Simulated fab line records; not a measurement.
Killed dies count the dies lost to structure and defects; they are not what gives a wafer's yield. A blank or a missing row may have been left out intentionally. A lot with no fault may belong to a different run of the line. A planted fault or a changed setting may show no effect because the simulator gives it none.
Matching of chambers	flow n5 finfet	rie diel-03 running N5_STI_FIN_REVEAL_STRIP_24: 4 sister chambers
The step strips in N2/H2, time 90 s. 22 wafers are shown with their chamber, then 11 later ones without.

EACH WAFER AND ITS CHAMBER
wafer	chamber	showerhead plenum p Torr (Torr)	drypump motor current A (A)	throttle valve pct (%)
L074.1	0	3.33	5.5	12.19
L074.4	1	3.60	6.5	11.99
L074.6	3	3.50	4.9	12.46
L076.1	1	3.60	6.5	12.00
L076.2	2	3.25	5.3	12.37
L076.3	0	3.33	5.5	12.20
L076.4	3	3.50	4.9	12.47
L076.5	2	3.25	5.3	12.36
L076.6	3	3.50	4.8	12.49
L077.1	0	3.33	5.6	12.20
L077.4	2	3.25	5.3	12.35
L077.5	2	3.25	5.3	12.38
L082.1	0	3.33	5.5	12.24
L082.5	2	3.24	5.3	12.39
L082.6	1	3.60	6.5	12.01
L084.2	0	3.32	5.5	12.25
L084.3	1	3.59	6.5	12.03
L084.5	2	3.24	5.3	12.41
L085.3	1	3.59	6.5	12.02
L085.4	1	3.59	6.5	12.04
L085.5	3	3.49	4.8	12.51
L088.1	1	3.59	6.5	12.06

SIGNATURES (averages over the wafers above)
reading	chamber 0	chamber 1	chamber 2	chamber 3	scatter within a chamber
showerhead plenum p Torr	3.3280	3.5943	3.2467	3.4975	0.00505
drypump motor current A	5.520	6.500	5.300	4.850	0.0316
throttle valve pct	12.2160	12.0214	12.3767	12.4825	0.0238
Rule: for each reading, subtract the chamber's mean from the wafer's reading, divide by that reading's scatter and square the result; add these up over the readings and take the root, which gives the wafer's distance from the chamber. If the next closest chamber is less than 2 further off than the closest, the wafer can't be placed; otherwise it belongs to the closest. The scatter: take each reading less its chamber's mean, square it, sum over the shown wafers, divide by the number of wafers less the number of chambers, and take the root.

WAFERS MISSING THEIR CHAMBER
wafer	showerhead plenum p Torr (Torr)	drypump motor current A (A)	throttle valve pct (%)
L088.4	3.32	5.5	12.27
L088.6	3.59	6.5	12.05
L090.1	3.59	6.5	12.07
L090.5	3.49	4.9	12.53
L090.6	3.59	6.5	12.05
L091.2	3.32	5.5	12.27
L091.3	3.24	5.3	12.42
L091.4	3.48	4.9	12.55
L092.2	3.48	4.9	12.55
L092.4	3.31	5.5	12.28
L092.5	3.48	4.8	12.56

WHICH CHAMBER EACH WENT THROUGH
wafer	from the rows above	in truth
L088.4	0	0
L088.6	1	1
L090.1	1	1
L090.5	3	3
L090.6	1	1
L091.2	0	0
L091.3	2	2
L091.4	3	3
L092.2	3	3
L092.4	0	0
L092.5	3	3
11 of 11 placed correctly. From these rows, 0 cannot be placed. 0 placed wrongly.
